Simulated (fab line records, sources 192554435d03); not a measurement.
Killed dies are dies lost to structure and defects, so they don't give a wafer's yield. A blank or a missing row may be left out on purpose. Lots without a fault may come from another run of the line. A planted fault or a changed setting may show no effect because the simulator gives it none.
One fault seen from 3 desks | flow n5_finfet | each desk has only its own numbers; what lay behind them comes last

THE METROLOGY DESK
What the gauges read, lot by lot, whatever tool the lot ran on: means of the sampled wafers that have a number. A lot is out of limits, marked OUT, if its mean lies more than 4 standard deviations from the usual mean; the brackets give that distance.
Columns: A = M9_ILD_THK at N5_BEOL_M9_THK_MEAS_01, usual 269 nm; B = cd_nm at N5_BEOL_M9_CD_MEAS_18, usual 69.8 nm
lot  | first seen here | A   | B
L785 | day 10 12:02    | 271 | 69.7
L787 | day 11 01:16    | 265 | 69.2
L789 | day 11 06:32    | 272 | 69.7
L793 | day 12 05:57    | 264 | 69.7
L792 | day 12 06:13    | 266 | 69.9
L794 | day 12 14:19    | 272 | 69.9
L795 | day 12 20:03    | 273 | 69.2
L796 | day 13 03:02    | 268 | 69.8
L798 | day 13 11:09    | 264 | 70.5
L799 | day 14 21:39    | 271 | 69.2
L802 | day 15 04:57    | 266 | 68.6
L805 | day 15 15:35    | 267 | 69.2
L804 | day 15 15:54    | 266 | 70.6
This desk's finding: nothing out of limits on any of the 13 lots.

THE DEFECT DESK
What the inspections along the route counted, lot by lot: means of the sampled wafers that have a number. A lot is out of limits, marked OUT, if its mean lies more than 4 standard deviations from the usual mean; the brackets give that distance.
Columns: A = raw_defect_count at N5_BEOL_M8_INSPECT_58, usual 71
lot  | first seen here | A
L785 | day 10 11:25    | 55
L787 | day 11 00:38    | 64
L789 | day 11 05:55    | 88
L793 | day 12 04:36    | 69
L792 | day 12 04:52    | 53
L794 | day 12 13:13    | 96
L795 | day 12 19:25    | 70
L796 | day 13 02:23    | 66
L798 | day 13 10:31    | 55
L799 | day 14 20:34    | 54
L802 | day 15 04:19    | 74
L804 | day 15 14:48    | 63
L805 | day 15 14:57    | 60
This desk's finding: nothing out of limits on any of the 13 lots.

THE TOOL OWNER'S DESK: rie_diel-05
The tool's own readings at N5_BEOL_M9_ETCH_61 (etches SiARC in CF4, target depth 39 nm, time 65 s): means of the sampled wafers that have a number, for each lot that ran on this tool. A lot is out of limits, marked OUT, if its mean lies more than 4 standard deviations from the usual mean; the brackets give that distance.
Columns: A = drypump_motor_current_A at N5_BEOL_M9_ETCH_61, usual 5.4 A; B = etch_rf_on_time_s at N5_BEOL_M9_ETCH_61, usual 65.7 s; C = oes_product_au at N5_BEOL_M9_ETCH_61, usual 0.68 a.u.; D = rf_vpp_V at N5_BEOL_M9_ETCH_61, usual 183.8 V; E = showerhead_plenum_p_Torr at N5_BEOL_M9_ETCH_61, usual 2.13 Torr; F = throttle_valve_pct at N5_BEOL_M9_ETCH_61, usual 15.63 %
lot  | first seen here | A   | B               | C    | D     | E    | F
L785 | day 10 12:54    | 5.6 | 64.7            | 0.69 | 184.5 | 2.12 | 15.55
L787 | day 11 02:31    | 5.6 | 64.5            | 0.68 | 183.9 | 2.11 | 15.60
L793 | day 12 07:07    | 5.3 | 67.4            | 0.61 | 182.7 | 2.11 | 15.82
L795 | day 12 22:47    | 5.4 | 66.9            | 0.59 | 183.6 | 2.12 | 15.84
L796 | day 13 04:02    | 5.6 | 64.9            | 0.66 | 183.7 | 2.10 | 15.67
L798 | day 13 14:27    | 5.8 | 63.9            | 0.68 | 184.3 | 2.13 | 15.56
L799 | day 15 00:21    | 5.8 | 98.8 (+17) OUT  | 0.62 | 183.8 | 2.17 | 15.48
L802 | day 15 06:16    | 5.5 | 82.5 (+8.4) OUT | 0.58 | 182.3 | 2.09 | 15.73
L805 | day 15 18:21    | 5.5 | 101.0 (+18) OUT | 0.54 | 183.6 | 2.09 | 15.68
This desk's finding: out of limits on L799, L802, L805; first on L799, day 15 00:21 (etch_rf_on_time_s at N5_BEOL_M9_ETCH_61). In limits: L785, L787, L793, L795, L796, L798.

PUT TOGETHER
The tool owner's desk could have raised an alarm at day 15 00:21, on L799, L802, L805.
The metrology desk saw nothing out of limits.
The defect desk saw nothing out of limits.
The metrology desk has L799, L802, L805 on record, within its limits.
The defect desk has L799, L802, L805 on record, within its limits.
Of the lots named, all ran N5_BEOL_M9_ETCH_61 on rie_diel-05.

WHAT THE SIMULATOR HAD PUT IN
Process parameter drift: rie_diel-05, from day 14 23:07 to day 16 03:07, at N5_BEOL_M9_ETCH_61. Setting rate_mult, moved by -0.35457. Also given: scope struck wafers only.
Lots struck among those shown: L799, L802, L805.
Hours from the fault's start to each desk's first reading out of limits: the tool owner's desk, 1.
